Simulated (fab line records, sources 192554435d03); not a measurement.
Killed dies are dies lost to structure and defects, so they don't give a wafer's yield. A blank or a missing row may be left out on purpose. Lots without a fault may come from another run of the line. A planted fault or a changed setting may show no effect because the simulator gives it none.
fab line records | flow n5_finfet
record lots=10 wafers=30 last_day=20
route steps=1938 shown BEOL_M10@1485 PASSIVATION@1936
lots that met no fault: from a run of the same line without faults
start_h: hours from the record's first day to the start of the lot's first wafer shown | wait_h: hours since the lot's step before | " the same as in the row above | L1.1+2: a row that stands for several wafers | - no value, or no start given | * or withheld: withheld | < > ~ a bound
route shown NAME@n: a module of which the file shows steps, and the number in the route of the first | usual: mean/standard deviation of fault-free wafers | same: alike in all rows | chamber/n: place in a boat | sites: the reading at each site | _std_site: their standard deviation | _edge_site: outer sites' mean less inner sites' | radius_mm: how far each site lies from the wafer's centre | mask NAME#n: copy n | behind: the tool/chamber that last shaped the wafer | hold: why the lot was held/for how many hours/how that ended | device: the transistor (n, p or np) that didn't switch | end of line: the same wafers' tests at the end of the route | a step without rows: its recipe alone | killed: dies lost to structure and defects at the first sort, not the wafer's yield | map: a wafer's dies, x killed, . not, _ none there
set.NAME: the setting as run; set.NAME@STEP: as run at that earlier step | model.NAME: the simulator's own value behind a step, which no gauge read
steps of the route over a sample of lots; a table a step, a row a wafer
services: from which hour (start_h, from the record's first day; less than 0 if before it) a tool's chamber was out of use, for how many hours, and why
## steps
# step N5_BEOL_M10_INSPECT_13
# recipe mode=adi inspect_instrument=brightfield
# usual raw_defect_count=403/82
# columns lot.wafer tool chamber start_h wait_h raw_defect_count
L529.1 defect_inspect-02 - 255.35 0.0 618
L529.4 " - " " 621
L529.6 " - " " 431
L530.1 defect_inspect-01 - 259.81 0.0 369
L530.4 " - " " 462
L530.5 " - " " 394
L532.1 defect_inspect-01 - 284.94 0.0 549
L532.4 " - " " 602
L532.5 " - " " 323
L539.2 defect_inspect-02 - 315.09 0.0 240
L539.3 " - " " 393
L539.5 " - " " 277
L541.1 defect_inspect-01 - 322.94 0.0 461
L541.4 " - " " 371
L541.5 " - " " 413
L542.4 defect_inspect-01 - 331.93 0.0 228
L542.5 " - " " 357
L542.6 " - " " 456
L543.1 defect_inspect-02 - 344.67 0.0 316
L543.4 " - " " 343
L543.6 " - " " 365
L546.2 defect_inspect-01 - 351.65 0.0 446
L546.3 " - " " 367
L546.4 " - " " 425
L549.2 defect_inspect-02 - 366.52 0.0 314
L549.4 " - " " 447
L549.5 " - " " 359
L552.1 defect_inspect-01 - 406.81 0.0 362
L552.2 " - " " 356
L552.5 " - " " 353
# step N5_BEOL_M10_HM_OPEN_17
# recipe chemistry=Cl2/BCl3 target_depth_a=200 overetch_a=60 target=TiN mask_material=SOC ion_energy_ev=150 pressure_mtorr=10 icp_w=1000 bias_w=126 Cl2_flow_sccm=53.25 bcl3_flow_sccm=21.75 Ar_flow_sccm=25
# usual drypump_motor_current_A=5.6/0.42 he_backside_leak_sccm=3.4/0.38 oes_product_au=0.67/0.067 throttle_valve_pct=22.13/0.16
# columns lot.wafer tool chamber start_h wait_h drypump_motor_current_A he_backside_leak_sccm oes_product_au rf_hours_counter_h throttle_valve_pct
L529.1 rie_metal-01 0 255.67 0.0 5.5 3.1 0.74 13 22.12
L529.4 " 1 " " 6.2 3.4 0.79 - 21.91
L529.6 " 0 " " 5.5 3.0 0.74 - 22.12
L530.1 rie_metal-03 1 260.35 0.0 5.8 3.6 0.65 54 22.07
L530.4 " 0 " " 4.9 3.0 0.66 - 22.37
L530.5 " 0 " " 4.9 3.3 0.65 - 22.37
L532.1 rie_metal-03 1 285.25 0.0 5.9 3.6 0.65 56 22.06
L532.4 " 0 " " 5.0 2.9 0.65 - 22.40
L532.5 " 1 " " 5.8 3.2 0.64 - 22.05
L539.2 rie_metal-01 0 315.60 0.0 5.6 3.2 0.72 17 22.14
L539.3 " 0 " " 5.5 3.2 0.72 - 22.13
L539.5 " 1 " " 6.2 3.4 0.78 - 21.91
L541.1 rie_metal-02 1 323.24 0.0 5.6 3.5 0.57 92 22.09
L541.4 " 0 " " 6.0 3.9 0.73 - 21.99
L541.5 " 0 " " 6.0 3.9 0.72 - 21.99
L542.4 rie_metal-03 0 332.26 0.1 4.9 3.1 0.64 - 22.41
L542.5 " 1 " " 5.8 3.4 0.63 - 22.08
L542.6 " 0 " " 4.9 3.3 0.64 - 22.41
L543.1 rie_metal-03 0 344.98 0.0 4.9 3.2 0.64 52 22.39
L543.4 " 0 " " 4.9 3.2 0.64 - 22.40
L543.6 " 1 " " 5.8 3.8 0.64 - 22.06
L546.2 rie_metal-02 1 352.17 0.0 5.5 3.4 0.55 94 22.12
L546.3 " 1 " " 5.5 3.4 0.56 - 22.11
L546.4 " 0 " " 6.0 3.1 0.70 - 22.03
L549.2 rie_metal-02 1 366.83 0.0 5.6 3.3 0.55 96 22.11
L549.4 " 1 " " 5.6 3.3 0.55 - 22.12
L549.5 " 1 " " 5.6 3.4 0.56 - 22.11
L552.1 rie_metal-03 1 407.20 0.0 5.8 3.3 0.63 67 22.08
L552.2 " 0 " " 4.9 2.9 0.63 57 22.43
L552.5 " 0 " " 4.9 3.0 0.63 - 22.42
# step N5_BEOL_M10_DESCUM_33
# recipe chemistry=O2 time_s=7.9 source_power_w=50 bias_power_w=20 pressure_mtorr=20 rf_frequency_hz=2.712e+07 temp_c=40 resist=CAR-ArF o2_flow_sccm=225
# usual drypump_motor_current_A=5.6/0.49 oes_product_au=0.82/0.058 rf_vpp_V=243.7/1.5 showerhead_plenum_p_Torr=2.13/0.079 temp_c=39.99/0.12 throttle_valve_pct=20.38/0.13
# columns lot.wafer tool chamber start_h wait_h drypump_motor_current_A oes_product_au rf_hours_counter_h rf_vpp_V showerhead_plenum_p_Torr temp_c throttle_valve_pct
L529.1 rie_diel-03 3 256.53 0.2 4.9 0.71 227 244.6 2.15 40.14 20.77
L529.4 " 1 " " 6.5 0.83 89 245.1 2.20 39.86 20.39
L529.6 " 1 " " 6.5 0.83 - 244.6 2.20 39.87 20.39
L530.1 rie_diel-04 2 265.02 0.0 6.1 0.77 122 243.8 2.11 40.03 20.31
L530.4 " 0 " " 5.3 0.84 70 242.2 2.03 39.84 20.32
L530.5 " 3 " " 6.0 0.93 - 245.5 2.22 40.11 20.38
L532.1 rie_diel-01 2 289.59 0.0 5.3 0.86 56 245.5 2.22 39.83 20.33
L532.4 " 1 " " 5.1 0.83 71 245.0 2.21 39.88 20.39
L532.5 " 1 " " 5.1 0.82 - 245.4 2.21 39.85 20.39
L539.2 rie_diel-04 3 316.80 0.0 6.1 0.88 45 244.4 2.21 39.80 20.41
L539.3 " 2 " " 6.1 0.75 144 243.7 2.10 40.32 20.34
L539.5 " 0 " " 5.3 0.81 - 242.5 2.02 39.98 20.37
L541.1 rie_diel-04 2 325.01 0.0 6.1 0.75 147 242.9 2.10 40.09 20.36
L541.4 " 0 " " 5.3 0.82 95 242.7 2.02 39.98 20.38
L541.5 " 0 " " 5.3 0.82 - 243.2 2.02 39.87 20.38
L542.4 rie_diel-01 1 333.31 0.4 5.1 0.81 87 246.9 2.20 39.79 20.41
L542.5 " 3 " " 6.3 0.83 - 240.6 2.04 40.05 20.56
L542.6 " 2 " " 5.4 0.83 - 246.3 2.21 40.01 20.37
L543.1 rie_diel-01 1 346.31 0.0 5.1 0.81 93 244.4 2.20 39.98 20.42
L543.4 " 0 " " 5.7 0.76 147 243.4 2.09 40.09 20.41
L543.6 " 0 " " 5.7 0.76 - 244.2 2.09 39.94 20.40
L546.2 rie_diel-01 2 356.74 1.1 5.3 0.82 83 245.8 2.21 39.99 20.40
L546.3 " 1 " " 5.1 0.80 97 244.5 2.20 40.20 20.44
L546.4 " 0 " " 5.8 0.75 151 243.8 2.09 40.07 20.41
L549.2 rie_diel-03 1 368.59 0.0 6.5 0.79 130 245.7 2.19 39.85 20.46
L549.4 " 2 " " 5.3 0.97 15 245.8 2.22 40.08 20.21
L549.5 " 1 " " 6.5 0.79 - 245.4 2.19 39.95 20.45
L552.1 rie_diel-01 2 411.75 0.3 5.3 0.79 102 243.8 2.20 40.04 20.40
L552.2 " 3 " " 6.3 0.78 111 242.5 2.03 39.88 20.59
L552.5 " 1 " " 5.1 0.78 - 245.4 2.19 40.26 20.45
# step N5_BEOL_M10_VIA_ETCH_34
# recipe chemistry=C4F6/O2 target=SiCOH_lowk target_depth_a=1845 mask_material=SOC taper_deg=4 time_s=69.2 ion_energy_ev=250 pressure_mtorr=30 source_w=345 bias_w=185 Ar_flow_sccm=300 C4F6_flow_sccm=10 O2_flow_sccm=10
# usual C4F6_flow_sccm=9.998/0.029 drypump_motor_current_A=5.6/0.49 oes_f_703_au=0.81/0.055 oes_o_777_au=0.81/0.052 oes_product_au=0.82/0.058 rf_fwd_power_W=341.7/1.3 rf_vpp_V=669/7.2 showerhead_plenum_p_Torr=2.90/0.1 throttle_valve_pct=20.86/0.16
# columns lot.wafer tool chamber start_h wait_h C4F6_flow_sccm drypump_motor_current_A oes_f_703_au oes_o_777_au oes_product_au rf_fwd_power_W rf_hours_counter_h rf_vpp_V showerhead_plenum_p_Torr throttle_valve_pct
L529.1 rie_diel-03 3 256.74 0.0 9.980 4.9 0.71 0.72 0.70 342.8 227 671 2.93 21.24
L529.4 " 1 " " 9.993 6.5 0.81 0.81 0.83 341.1 89 673 2.99 20.90
L529.6 " 1 " " 9.987 6.5 0.81 0.80 0.82 341.7 - 674 2.99 20.92
L530.1 rie_diel-04 2 265.23 0.0 10.005 6.1 0.77 0.78 0.77 340.1 123 661 2.86 20.72
L530.4 " 0 " " 10.021 5.3 0.83 0.82 0.84 340.6 70 681 2.78 20.85
L530.5 " 3 " " 10.015 6.0 0.92 0.91 0.94 342.2 - 668 3.03 20.92
L532.1 rie_diel-01 2 289.80 0.0 9.983 5.3 0.84 0.85 0.86 342.0 56 670 3.01 20.82
L532.4 " 1 " " 10.031 5.1 0.83 0.84 0.84 341.2 71 678 3.00 20.90
L532.5 " 1 " " 10.087 5.1 0.83 0.83 0.83 343.1 - 676 3.00 20.90
L539.2 rie_diel-04 3 317.01 0.0 9.972 6.1 0.63 0.65 0.83 260.2 45 771 3.02 20.96
L539.3 " 2 " " 9.998 6.1 0.54 0.57 0.70 260.0 144 756 2.85 20.74
L539.5 " 0 " " 9.965 5.3 0.58 0.59 0.76 257.6 - 783 2.77 20.87
L541.1 rie_diel-04 2 325.22 0.0 9.998 6.1 0.53 0.57 0.70 260.7 147 757 2.85 20.73
L541.4 " 0 " " 9.976 5.3 0.56 0.59 0.76 258.8 95 784 2.76 20.88
L541.5 " 0 " " 9.968 5.3 0.57 0.59 0.76 260.6 - 783 2.76 20.87
L542.4 rie_diel-01 1 333.52 0.0 9.974 5.1 0.82 0.82 0.81 341.7 87 678 3.00 20.92
L542.5 " 3 " " 10.002 6.3 0.81 0.83 0.83 340.3 - 657 2.77 21.01
L542.6 " 2 " " 9.985 5.3 0.83 0.82 0.83 341.3 - 671 3.00 20.84
L543.1 rie_diel-01 1 346.52 0.0 9.967 5.1 0.82 0.81 0.81 341.5 93 676 2.99 20.95
L543.4 " 0 " " 10.013 5.7 0.75 0.76 0.76 343.8 147 666 2.84 20.84
L543.6 " 0 " " 9.975 5.7 0.76 0.75 0.76 344.1 - 667 2.84 20.85
L546.2 rie_diel-01 2 356.95 0.0 9.981 5.3 0.81 0.81 0.83 340.8 83 670 3.00 20.87
L546.3 " 1 " " 9.968 5.1 0.80 0.81 0.81 342.7 97 676 2.99 20.94
L546.4 " 0 " " 10.013 5.7 0.76 0.76 0.76 341.8 151 666 2.84 20.83
L549.2 rie_diel-03 1 368.80 0.0 10.003 6.5 0.77 0.77 0.78 342.2 130 672 2.97 20.96
L549.4 " 2 " " 9.979 5.3 0.92 0.92 0.95 340.7 15 669 3.03 20.79
L549.5 " 1 " " 10.056 6.5 0.77 0.77 0.78 343.0 - 673 2.97 20.95
L552.1 rie_diel-01 2 411.96 0.0 10.009 5.4 0.79 0.79 0.79 341.9 102 671 2.99 20.89
L552.2 " 3 " " 10.094 6.3 0.79 0.79 0.78 340.8 111 657 2.76 21.06
L552.5 " 1 " " 10.035 5.1 0.79 0.79 0.78 342.0 - 676 2.98 20.97
# step N5_PASSIVATION_PROBE_49
# usual defect_limited_yield=91.1/1.5 killed_at_M0_to_M3=36/11 killed_at_M4_up=14/5.6 killed_at_contacts=11/5.6 killed_at_front_end=40/12 killed_at_other=4/3.2 killed_dies=105/17 killed_open=69/12 killed_short=34/8.4 sort_bin_5_function=5.2/0.95 sort_bin_6_memory=3.3/0.63 sort_n_pass=1075/17 sort_yield_pct=91.1/1.5
# same gross_dies=1180 killed_at_back_side=0 sort_bin_4_leakage[%]=0 sort_bin_8_speed[%]=0
# columns lot.wafer tool chamber start_h wait_h defect_limited_yield[%] killed_at_M0_to_M3 killed_at_M4_up killed_at_contacts killed_at_front_end killed_at_other killed_dies killed_open killed_short sort_bin_5_function[%] sort_bin_6_memory[%] sort_n_pass sort_yield_pct[%]
L532.1 prober-01 - 345.18 0.0 92.1 25 13 13 39 3 93 62 31 4.6 3.1 1087 92.1
L532.4 prober-01 - 345.33 0.2 93.8 24 9 7 30 3 73 46 26 4.2 1.8 1107 93.8
L532.5 prober-01 - 345.38 0.2 93.5 32 11 9 21 4 77 49 27 3.6 2.5 1103 93.5
L539.2 prober-01 - 367.47 0.1 92.2 42 14 8 28 0 92 57 34 4.6 3.1 1088 92.2
L539.3 prober-01 - 367.52 0.1 90.5 47 16 6 41 2 112 67 43 5.7 3.5 1068 90.5
L539.5 prober-01 - 367.62 0.2 90.6 52 9 7 39 4 111 61 50 5.0 3.6 1069 90.6
L541.1 prober-02 - 376.69 0.0 90.6 43 13 3 48 4 111 72 38 5.3 3.6 1069 90.6
L541.4 prober-02 - 376.84 0.2 90.9 22 17 23 39 6 107 63 40 6.0 2.8 1073 90.9
L541.5 prober-02 - 376.89 0.2 93.1 26 7 8 36 5 82 58 22 4.2 2.6 1098 93.1
L542.4 prober-01 - 382.69 0.2 89.9 60 17 8 33 1 119 75 43 6.0 3.6 1061 89.9
L542.5 prober-01 - 382.74 0.2 89.7 32 13 15 61 0 121 88 31 5.8 4.2 1059 89.7
L542.6 prober-01 - 382.79 0.3 91.2 33 15 7 49 0 104 71 32 5.3 3.3 1076 91.2
L543.1 prober-02 - 397.59 0.0 92.1 43 11 4 34 1 93 57 29 4.2 3.0 1087 92.1
L543.4 prober-02 - 397.74 0.2 91.7 25 12 10 44 7 98 63 35 4.8 3.3 1082 91.7
L543.6 prober-02 - 397.84 0.3 91.4 20 19 12 39 11 101 74 25 4.9 3.4 1079 91.4
L546.2 prober-01 - 414.50 0.1 92.0 17 12 11 52 2 94 64 23 4.3 3.1 1086 92.0
L546.3 prober-01 - 414.55 0.1 90.2 60 13 10 31 2 116 77 36 5.7 4.0 1064 90.2
L546.4 prober-01 - 414.60 0.2 91.4 41 8 10 40 2 101 67 34 5.8 2.7 1079 91.4
L549.2 prober-01 - 426.52 0.1 90.3 26 25 6 58 0 115 73 40 5.6 3.8 1065 90.3
L549.4 prober-01 - 426.62 0.2 91.4 26 20 8 47 1 102 68 34 4.5 4.0 1078 91.4
L549.5 prober-01 - 426.67 0.2 88.7 39 7 12 75 0 133 80 51 6.8 3.8 1047 88.7
# killed by level:class
L532.1 FIN_SAQP:geometric_particle:short=13 MOL_CONTACT_COAG:geometric_particle:open=12 BEOL_M0_SAQP:geometric_particle:open=8 STARTING-WAFER:geometric_particle:open=6 FIN_SAQP:geometric_particle:open=5 BEOL_M3:geometric_particle:open=5 BEOL_M2:geometric_particle:open=5 BEOL_M4:geometric_particle:open=5
L532.4 FIN_SAQP:geometric_particle:open=9 STI_FIN_REVEAL:geometric_particle:open=7 MOL_CONTACT_COAG:geometric_particle:open=7 BEOL_M0_SAQP:geometric_particle:short=5 FIN_SAQP:geometric_particle:short=4 GATE_CUT:geometric_particle:short=4 BEOL_M0_SAQP:geometric_particle:open=4 BEOL_M1:geometric_particle:open=4
L532.5 BEOL_M2:geometric_particle:open=10 MOL_CONTACT_COAG:geometric_particle:open=9 BEOL_M0_SAQP:geometric_particle:open=8 BEOL_M0_SAQP:geometric_particle:short=7 BEOL_M4:geometric_particle:open=6 FIN_SAQP:geometric_particle:short=4 FIN_SAQP:geometric_particle:open=3 BEOL_M3:geometric_particle:open=3
L539.2 BEOL_M0_SAQP:geometric_particle:short=11 BEOL_M3:geometric_particle:open=10 FIN_SAQP:geometric_particle:short=7 MOL_CONTACT_COAG:geometric_particle:open=7 BEOL_M2:geometric_particle:open=6 BEOL_M4:geometric_particle:open=6 BEOL_M0_SAQP:geometric_particle:open=5 FIN_SAQP:geometric_particle:open=4
L539.3 BEOL_M3:geometric_particle:open=17 FIN_SAQP:geometric_particle:short=16 FIN_SAQP:geometric_particle:open=10 BEOL_M0_SAQP:geometric_particle:short=8 BEOL_M4:geometric_particle:open=7 BEOL_M0_SAQP:geometric_particle:open=6 MOL_CONTACT_COAG:geometric_particle:open=4 BEOL_M3:geometric_particle:short=4
L539.5 BEOL_M0_SAQP:geometric_particle:short=14 FIN_SAQP:geometric_particle:open=12 FIN_SAQP:geometric_particle:short=12 BEOL_M0_SAQP:geometric_particle:open=9 BEOL_M1:geometric_particle:open=9 MOL_CONTACT_COAG:geometric_particle:open=5 BEOL_M2:geometric_particle:short=5 BEOL_M3:geometric_particle:open=5
L541.1 BEOL_M0_SAQP:geometric_particle:open=14 STI_FIN_REVEAL:geometric_particle:open=13 BEOL_M0_SAQP:geometric_particle:short=11 BEOL_M2:geometric_particle:open=8 FIN_SAQP:geometric_particle:open=7 FIN_SAQP:geometric_particle:short=7 STI_FIN_REVEAL:geometric_particle:short=4 BEOL_M3:geometric_particle:open=4
L541.4 MOL_CONTACT_COAG:geometric_particle:open=17 BEOL_M4:geometric_particle:open=9 FIN_SAQP:geometric_particle:short=8 STI_FIN_REVEAL:geometric_particle:open=6 MOL_CONTACT_COAG:geometric_particle:short=6 BEOL_M0_SAQP:geometric_particle:short=6 BEOL_M0_SAQP:geometric_particle:open=6 BEOL_M3:geometric_particle:open=6
L541.5 STI_FIN_REVEAL:geometric_particle:open=12 MOL_CONTACT_COAG:geometric_particle:open=8 BEOL_M0_SAQP:geometric_particle:open=8 BEOL_M2:geometric_particle:open=8 DUMMY_GATE:geometric_particle:open=6 ILD0:geometric_particle:short=4 GATE_CUT:geometric_particle:short=3 BEOL_M0_SAQP:geometric_particle:short=3
L542.4 BEOL_M0_SAQP:geometric_particle:open=25 BEOL_M0_SAQP:geometric_particle:short=20 FIN_SAQP:geometric_particle:open=7 MOL_CONTACT_COAG:geometric_particle:open=7 BEOL_M4:geometric_particle:open=5 STARTING-WAFER:geometric_particle:short=5 GATE_CUT:geometric_particle:short=4 BEOL_M2:geometric_particle:open=4
L542.5 FIN_SAQP:geometric_particle:open=30 MOL_CONTACT_COAG:geometric_particle:open=13 BEOL_M0_SAQP:geometric_particle:short=11 BEOL_M0_SAQP:geometric_particle:open=9 STI_FIN_REVEAL:geometric_particle:open=9 FIN_SAQP:geometric_particle:short=7 BEOL_M1:geometric_particle:open=5 STARTING-WAFER:geometric_particle:open=5
L542.6 STI_FIN_REVEAL:geometric_particle:open=21 BEOL_M0_SAQP:geometric_particle:short=12 BEOL_M0_SAQP:geometric_particle:open=11 FIN_SAQP:geometric_particle:open=9 BEOL_M4:geometric_particle:open=7 GATE_CUT:geometric_particle:short=5 MOL_CONTACT_COAG:geometric_particle:open=5 BEOL_M5:geometric_particle:open=5
L543.1 BEOL_M0_SAQP:geometric_particle:short=8 BEOL_M3:geometric_particle:open=8 BEOL_M0:geometric_particle:open=7 STI_FIN_REVEAL:geometric_particle:open=6 HKMG_FIN:area_etch=6 BEOL_M0_SAQP:geometric_particle:open=5 BEOL_M3:geometric_particle:short=5 FIN_SAQP:geometric_particle:open=4
L543.4 MOL_CONTACT_COAG:geometric_particle:open=10 DUMMY_GATE:geometric_particle:open=8 BEOL_M2:geometric_particle:open=8 FIN_SAQP:geometric_particle:short=7 STI_FIN_REVEAL:geometric_particle:open=6 BEOL_M0_SAQP:geometric_particle:short=6 FIN_SAQP:geometric_particle:open=5 GATE_CUT:geometric_particle:open=4
L543.6 BEOL_M4:geometric_particle:open=10 MOL_CONTACT_COAG:geometric_particle:open=9 DUMMY_GATE:geometric_particle:open=7 STI_FIN_REVEAL:geometric_particle:open=6 BEOL_M0_SAQP:geometric_particle:short=6 STARTING-WAFER:geometric_particle:open=5 BEOL_M2:geometric_particle:open=5 FIN_SAQP:geometric_particle:open=4
L546.2 STI_FIN_REVEAL:geometric_particle:open=16 MOL_CONTACT_COAG:geometric_particle:open=8 FIN_SAQP:geometric_particle:open=6 STARTING-WAFER:geometric_particle:open=5 DUMMY_GATE:geometric_particle:open=5 BEOL_M2:geometric_particle:open=5 BEOL_M4:geometric_particle:open=5 HKMG_FIN:area_etch=5
L546.3 BEOL_M0_SAQP:geometric_particle:open=16 BEOL_M0_SAQP:geometric_particle:short=14 BEOL_M2:geometric_particle:open=14 MOL_CONTACT_COAG:geometric_particle:open=9 FIN_SAQP:geometric_particle:open=8 STARTING-WAFER:geometric_particle:short=7 BEOL_M1:geometric_particle:open=6 FIN_SAQP:geometric_particle:short=5
L546.4 BEOL_M0_SAQP:geometric_particle:short=14 DUMMY_GATE:geometric_particle:open=11 FIN_SAQP:geometric_particle:open=9 BEOL_M0_SAQP:geometric_particle:open=9 STI_FIN_REVEAL:geometric_particle:open=8 BEOL_M1:geometric_particle:open=7 MOL_CONTACT_COAG:geometric_particle:open=6 BEOL_M4:geometric_particle:open=5
L549.2 STI_FIN_REVEAL:geometric_particle:open=16 FIN_SAQP:geometric_particle:short=13 BEOL_M4:geometric_particle:open=9 BEOL_M2:geometric_particle:open=8 BEOL_M1:geometric_particle:open=7 FIN_SAQP:geometric_particle:open=6 GATE_CUT:geometric_particle:short=5 MOL_CONTACT_COAG:geometric_particle:open=5
L549.4 FIN_SAQP:geometric_particle:open=10 FIN_SAQP:geometric_particle:short=9 BEOL_M1:geometric_particle:open=9 BEOL_M3:geometric_particle:open=8 GATE_CUT:geometric_particle:short=7 BEOL_M4:geometric_particle:open=6 MOL_CONTACT_COAG:geometric_particle:open=6 DUMMY_GATE:geometric_particle:short=5
L549.5 FIN_SAQP:geometric_particle:open=27 FIN_SAQP:geometric_particle:short=15 BEOL_M2:geometric_particle:open=12 BEOL_M1:geometric_particle:open=7 GATE_CUT:geometric_particle:short=6 MOL_CONTACT_COAG:geometric_particle:short=6 MOL_CONTACT_COAG:geometric_particle:open=6 GATE_CUT:geometric_particle:open=5
## services
# columns tool chamber start_h hours kind
rie_diel-01 0 264.71 3.7 repair
rie_metal-03 - 270.81 0.8 repair
rie_metal-01 - 272.06 14.6 pm
rie_diel-04 1 294.03 23.1 repair
rie_metal-03 - 304.74 1.1 repair
rie_diel-03 2 313.71 - clean
rie_diel-03 2 313.71 - consumable_replace:focus_ring
rie_diel-03 2 313.71 - consumable_replace:showerhead
rie_diel-03 2 313.71 17.9 scheduled_down
rie_diel-03 2 313.71 17.9 vent_cycle
rie_metal-02 - 314.59 0.5 repair
rie_diel-03 3 331.61 - clean
rie_diel-03 3 331.61 - consumable_replace:focus_ring
rie_diel-03 3 331.61 20.4 scheduled_down
rie_diel-03 3 331.61 20.4 vent_cycle
rie_metal-02 - 332.92 2.8 pm
rie_diel-03 - 353.27 4.3 pm
rie_metal-02 0 406.10 3.3 repair
rie_metal-02 1 410.05 - clean
rie_metal-02 1 410.05 24.8 scheduled_down
rie_metal-02 1 410.05 24.8 vent_cycle
rie_metal-02 - 410.31 0.1 repair
## key
first_sign step=N5_BEOL_M10_VIA_ETCH_34 reading=rf_fwd_power_W direction=down sigmas=63 usual=* struck=*
effect step=N5_BEOL_M10_VIA_ETCH_34 reading=rf_vpp_V direction=up sigmas=14 usual=669 struck=773
met_at N5_BEOL_M10_VIA_ETCH_34
struck_lots L539,L541
not_acting_at N5_BEOL_M10_INSPECT_13,N5_BEOL_M10_HM_OPEN_17,N5_BEOL_M10_DESCUM_33
onset_between 265.23 317.01
fault kind=process_parameter_drift tool=rie_diel-04 chamber=- onset_h=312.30 steps=N5_BEOL_M10_VIA_ETCH_34 channel=source_w offset=-82.8 shape=step end_h=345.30 acts_in=these_recipes_only stated=345
